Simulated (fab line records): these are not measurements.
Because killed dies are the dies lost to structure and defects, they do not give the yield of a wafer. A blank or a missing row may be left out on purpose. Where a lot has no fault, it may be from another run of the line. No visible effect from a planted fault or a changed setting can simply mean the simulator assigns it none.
Code-filled problem report in 8D (eight disciplines) form :: flow n5Finfet :: the parts of the form that need people (team, actions taken, sign-off) are left out

== 1. PROBLEM STATEMENT ==
Wafers free of any fault read 53.6 nm (standard deviation 0.81) for HMC_CMP_THK at N5_PMOS_HMC_CHANNEL_EPI_THK_MEAS_22, against a mean of 34.5 nm on 3 wafers of 3 lots. That is -24 standard deviations from the usual mean.
Seen first at day 4 02:35 on filmMetro-02, wafer L724.1. The record holds 27 wafers of 10 lots with a number at this step. Rule for "out", or "out of limits": more than 4 standard deviations from the usual mean. Any other wafer with a number is counted as sound.

== 2. WHAT THIS IS AND IS NOT ==
question: which readings at this step
is: HMC_CMP_THK
is not: -

question: which lots
is: L724, L726, L727
is not: L716, L718, L720, L730, L732, L737, L738

question: which wafers of those lots
is: L724.1, L726.1, L727.1
is not: L724.4, L726.4, L727.4

question: read on which gauges
is: filmMetro-02
is not: filmMetro-01

question: when
is: from day 4 02:35
is not: up to then (10 sound wafers); but 14 sound wafers of L726, L727, L730, L732, L737, L738 came after

== 3. WHAT RULES OUT EACH SUSPECT ==
Counting: any tool at a process step up to the reading remains a suspect provided it ran every lot that is out. Sound lots after the first of them don't rule it out here, since some wafers of a struck lot are sound.
- the gauge at N5_PMOS_HMC_CHANNEL_EPI_THK_MEAS_22 is ruled out. All the wafers that are out were read on filmMetro-02, but those of them that N5_BEOL_M4_RC_MEAS_101 has rows for are out there too, on other tools.
- rieSi-02 at N5_PMOS_HMC_CHANNEL_EPI_FIN_RECESS_16 (chemistry HBr/Cl2, target Si, target depth 54 nm, time 18 s): kept. Ran every lot that is out, first one L724 (day 4 00:17); last sound lot up to then L720 (day 3 00:29).
- The sound lot-mates ran in chamber 3 of rieSi-02 at N5_PMOS_HMC_CHANNEL_EPI_FIN_RECESS_16, but the wafers that are out ran in chamber 0.
Left after counting: rieSi-02 at N5_PMOS_HMC_CHANNEL_EPI_FIN_RECESS_16.

== 4. THE CAUSE (what the simulator had put in) ==
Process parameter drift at N5_PMOS_HMC_CHANNEL_EPI_FIN_RECESS_16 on rieSi-02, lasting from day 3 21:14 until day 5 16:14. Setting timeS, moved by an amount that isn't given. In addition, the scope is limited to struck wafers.
After counting, this tool was the only one left.

== 5. SEQUENCE OF EFFECTS, ordered by route ==
One row per reading whose mean, taken over the struck wafers that have a number, lies over 3 standard deviations from the usual. Only readings whose record carries a usual standard deviation are examined. hours: median over the lots of the time between each lot's start at the first step of this table that gives one and its start at this step. sigmas: the change, counted in usual standard deviations.
hours: 0
step: N5_PMOS_HMC_CHANNEL_EPI_THK_MEAS_22
reading: HMC_CMP_THK
usual: 53.6 nm
on struck wafers: 34.5
change: -19.1
sigmas: -24

hours: 144
step: N5_BEOL_M4_RC_MEAS_101
reading: CJ_P
usual: 5.81
on struck wafers: 6.46
change: +0.65
sigmas: +4.0

hours: 144
step: N5_BEOL_M4_RC_MEAS_101
reading: ION_P
usual: 462 uA/um
on struck wafers: 377
change: -85
sigmas: -10

hours: 247
step: N5_PASSIVATION_PROBE_49
reading: sort_bin_8_speed
usual: 0.1 %
on struck wafers: 91.0
change: +90.9
sigmas: +99 or more

hours: 247
step: N5_PASSIVATION_PROBE_49
reading: sortNPass
usual: 1077
on struck wafers: 0
change: -1077
sigmas: -57

hours: 247
step: N5_PASSIVATION_PROBE_49
reading: sortYieldPct
usual: 91.3 %
on struck wafers: 0.0
change: -91.3
sigmas: -57
It contains these process steps:
- N5_PASSIVATION_PROBE_49

== 6. HOW IT WOULD HAVE BEEN CAUGHT EARLIER ==
In this record the first reading out of limits at a measuring or inspecting step was taken at day 4 02:35, 5 hours after the fault began at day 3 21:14.
Tool readings at N5_PMOS_HMC_CHANNEL_EPI_FIN_RECESS_16 with a usual standard deviation given in the record: none out on any struck wafer, hence no alarm at a limit of 4 standard deviations on them.
L726, L727, from the lots that are out (3), started N5_PMOS_HMC_CHANNEL_EPI_FIN_RECESS_16 on rieSi-02 later than day 4 02:35. A hold on the tool at that time would have spared those 2.
